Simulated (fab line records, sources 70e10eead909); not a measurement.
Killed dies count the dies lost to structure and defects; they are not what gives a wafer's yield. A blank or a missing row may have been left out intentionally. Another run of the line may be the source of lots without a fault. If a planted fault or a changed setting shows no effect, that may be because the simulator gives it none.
The tool behind it: which one? :: flow nandHarc :: 6 lots with 18 wafers sampled at 3 steps, on a route of 1159 steps

== WHAT EACH GAUGE READ, for each wafer ==
NHARC_P_ZERO_WELL_CD_MEAS_52: target cd 2000 nm.
lot: L273
measured: day 1 23:55
on: cdSem-01
cdNm (nm): 1998.0 1999.9 1998.2

lot: L275
measured: day 2 11:53
on: cdSem-01
cdNm (nm): 2000.0 1999.7 2001.0

lot: L279
measured: day 3 11:47
on: cdSem-01
cdNm (nm): 2002.8 2001.5 1999.9

lot: L281
measured: day 3 23:52
on: cdSem-01
cdNm (nm): 2000.0 2001.2 1999.7

lot: L291
measured: day 6 11:46
on: cdSem-01
cdNm (nm): 1998.0 2000.4 2001.2

lot: L293
measured: day 6 23:47
on: cdSem-02
cdNm (nm): 2004.0 2002.0 2002.0

== WHAT TOOL EACH LOT RAN ON (gives the tool, then ch and the chambers of the sampled wafers, and finally the start) ==
lot: L273
NHARC_P_ZERO_WELL_DESCUM_26: rieDiel-02 ch 0,1,3, day 1 20:49
NHARC_P_ZERO_WELL_EXPOSE_49: krfScanner-02 ch 0, day 1 23:46

lot: L275
NHARC_P_ZERO_WELL_DESCUM_26: rieDiel-02 ch 0,2,3, day 2 08:48
NHARC_P_ZERO_WELL_EXPOSE_49: krfScanner-02 ch 0, day 2 11:44

lot: L279
NHARC_P_ZERO_WELL_DESCUM_26: rieDiel-12 ch 0,1,2, day 3 08:46
NHARC_P_ZERO_WELL_EXPOSE_49: krfScanner-04 ch 0, day 3 11:38

lot: L281
NHARC_P_ZERO_WELL_DESCUM_26: rieDiel-03 ch 0,1,3, day 3 20:51
NHARC_P_ZERO_WELL_EXPOSE_49: krfScanner-03 ch 0, day 3 23:42

lot: L291
NHARC_P_ZERO_WELL_DESCUM_26: rieDiel-02 ch 0,1,3, day 6 08:40
NHARC_P_ZERO_WELL_EXPOSE_49: krfScanner-03 ch 0, day 6 11:37

lot: L293
NHARC_P_ZERO_WELL_DESCUM_26: rieDiel-03 ch 0,1, day 6 20:37
NHARC_P_ZERO_WELL_EXPOSE_49: krfScanner-03 ch 0, day 6 23:37
- NHARC_P_ZERO_WELL_DESCUM_26: chemistry O2, time 3 s.
- NHARC_P_ZERO_WELL_EXPOSE_49: exposes mask P HVPW, target cd 2000 nm.

== THE ANSWER, worked out from the rows above alone ==
Rule: the lots themselves supply what counts as usual. The widest of any qualifying gaps counts: lots, ordered by their means at a reading, are off when they make up no more than a third of the lots, leave a main group of 4 or more, and stand apart from it by 3 or more times the standard deviation of that group's means. A main group whose means are all the same, to the digits that the tables above print for the reading, isn't used. Also off: a lot with no number at a reading for which 4 or more lots have one. Where the step has rows for the other lots, those lots are counted as sound.
None of the lots is off at any reading shown; this tells nothing.

== WHAT HAD BEEN PUT IN BY THE SIMULATOR ==
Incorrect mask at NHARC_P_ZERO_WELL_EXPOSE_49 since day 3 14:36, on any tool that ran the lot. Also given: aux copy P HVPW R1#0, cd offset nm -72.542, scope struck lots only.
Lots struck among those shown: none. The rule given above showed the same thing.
